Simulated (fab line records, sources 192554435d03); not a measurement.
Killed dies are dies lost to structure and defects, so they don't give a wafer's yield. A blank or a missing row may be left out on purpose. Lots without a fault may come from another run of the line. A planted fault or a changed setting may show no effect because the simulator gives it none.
A struck lot beside a sound one | flow n5_finfet | 14 steps out of a route of 1938
Sound: wafers L764.2, L764.3, L764.5. Struck: wafer L775.6. (L775.4 of the same lot was not struck and is left out.) The cause comes at the end.
At each step with rows: each side's tool, then ch and its chambers, then its first start. Under that, the readings that differ: sound wafers | struck wafers | difference of the means | sigmas: that difference in standard deviations of wafers without a fault.
alike: readings whose means differ by less than 2 such deviations, and words and numbers that are the same on both sides. not compared: withheld readings, readings that some wafer has no value for, bounds like >300 that may hide the same value, and numbers for which the record gives no deviation and whose values overlap.
The two part at a step that has a row with sigmas, a row that says differs or no value, or rows on one side only. Numbers that don't overlap but have no deviation are shown without sigmas and don't part them. A reading that every wafer of one side lacks parts them only if that side has two wafers or more.

first, 2 steps without rows for these wafers: N5_BEOL_M7_PRECLEAN_42 (cleans in residue remover, time 60 s); N5_BEOL_M7_SRD_43 (time 30 s).
N5_BEOL_M7_CD_MEAS_35: target cd 40 nm.
  sound on cd_sem-02, day 12 12:34; struck on cd_sem-01, day 15 14:10
  alike: cd_nm
N5_BEOL_M7_CURE_75: cures SiCOH lowk, time 120 s.
  sound on uv_cure-03 ch 0, day 12 12:40; struck on uv_cure-02 ch 1, day 15 14:48
  alike: lamp_power_pct, wafer_temp_C_max
then, 1 step without rows for these wafers: N5_BEOL_M7_DEGAS_44 (time 60 s).
N5_BEOL_M7_PRE_CLEAN_45: time 30 s.
  sound on pvd_sputter-02, day 12 12:59; struck on pvd_sputter-03, day 15 15:01
  reading            | sound       | struck | difference | sigmas
  heater_power_w (W) | 417 311 389 | 296    | -76        | -2
N5_BEOL_M7_ALD_77: deposits TaN, target thk 2 nm, pulse time 2 s, purge time 3 s.
  sound on ald_metal-01 ch 0,1,2, day 12 13:03; struck on ald_metal-01 ch 0, day 15 15:05
  alike: heater_power_w
N5_BEOL_M7_SURFACE_TREAT_79:
  sound on pvd_sputter-01, day 12 13:20; struck on pvd_sputter-02, day 15 15:37
  alike: ar_flow_sccm
  not compared: throttle_valve_pct
then, 3 steps without rows for these wafers: N5_BEOL_M7_CVD_78 (deposits Co from CCTBA/H2, target thk 2 nm, time 142.3 s); N5_BEOL_M7_SPUTTER_48 (material Cu, target thk 10 nm, time 1.667 s); N5_BEOL_M7_ECD_50 (material Cu, target thk 300 nm).
N5_BEOL_M7_ANNEAL_51: time 90 s.
  sound on rtp_anneal-01 ch 0, day 12 14:37; struck on rtp_anneal-02 ch 0, day 15 16:11
  alike: wafer_temp_C_max
N5_BEOL_M7_CMP_52: polishes, stops on SiCOH lowk, t overpolish 6.9 s, target thk 80 nm.
  sound on cmp-04 ch 0,3, day 12 14:52; struck on cmp-02 ch 0, day 15 16:27
  reading                      | sound          | struck | difference | sigmas
  barrier_field_endpoint_s (s) | 30.0 29.5 30.3 | 17.4   | -12.5      | -13
  time_to_endpoint_s (s)       | 64 64 62       | 38     | -25        | -5
  alike: motor_current_A, overpolish_run_s
-- the record jumps here: 3 days lie between the struck wafers' starts before and after (it left off in module BEOL_M7 and takes up again in module PASSIVATION, whose first step shown is number 1936 of the route) --
N5_PASSIVATION_PROBE_49:
  sound on prober-01, day 15 14:16; struck on prober-02, day 19 00:17
  alike: defect_limited_yield, killed_at_M0_to_M3, killed_at_M4_up, killed_at_contacts, killed_at_front_end, killed_at_other, killed_dies, killed_open, killed_short, sort_bin_5_function, sort_bin_6_memory, sort_bin_8_speed, sort_n_pass, sort_yield_pct

WHERE THEY PART
First at N5_BEOL_M7_PRE_CLEAN_45; last, within this record, at N5_BEOL_M7_CMP_52. Later steps at which nothing parts them and some readings are alike: N5_PASSIVATION_PROBE_49.

WHY: what the simulator had put in
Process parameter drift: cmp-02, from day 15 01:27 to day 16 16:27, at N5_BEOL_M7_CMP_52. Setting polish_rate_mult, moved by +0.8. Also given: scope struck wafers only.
